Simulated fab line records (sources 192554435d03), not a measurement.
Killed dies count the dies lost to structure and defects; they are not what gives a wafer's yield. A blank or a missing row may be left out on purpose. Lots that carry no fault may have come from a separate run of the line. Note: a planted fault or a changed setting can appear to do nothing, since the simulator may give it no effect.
Matching of chambers -- flow n5_finfet -- N5_BEOL_M8_STRIP_36 on rie_diel-06: 4 sister chambers
The step strips in N2/H2. 4 wafers are shown with their chamber, then 8 later ones without.

== WAFERS, EACH WITH ITS CHAMBER ==
wafer,chamber,drypump_motor_current_A (A)
L086.3,3,6.6
L086.4,1,4.8
L086.5,0,6.2
L091.1,2,5.4

== WAFERS WITH NO CHAMBER GIVEN ==
wafer,drypump_motor_current_A (A)
L091.2,6.6
L091.3,6.2
L093.2,4.9
L093.3,6.2
L093.4,5.4
L097.2,6.6
L097.4,5.4
L097.5,6.6

== CHAMBER TAKEN BY EACH ==
wafer,from the rows above,in truth
L091.2,3,3
L091.3,0,0
L093.2,1,1
L093.3,0,0
L093.4,2,2
L097.2,3,3
L097.4,2,2
L097.5,3,3
Correct placement for 8 of the 8. From these rows, 0 cannot be placed. Number placed wrongly: 0.
How it was worked out, from the rows above alone: a wafer's distance from a chamber is the root of the sum, over the readings, of the square of ((its reading less the chamber's mean) divided by the reading's scatter). The wafer belongs to the nearest chamber; if the next one is less than 2 further off, it can't be placed. Each chamber's mean is taken over the wafers shown for it. The scatter (one wafer shown for each chamber): square how far every hidden wafer sits from the nearest shown wafer, average those squares and take the square root.
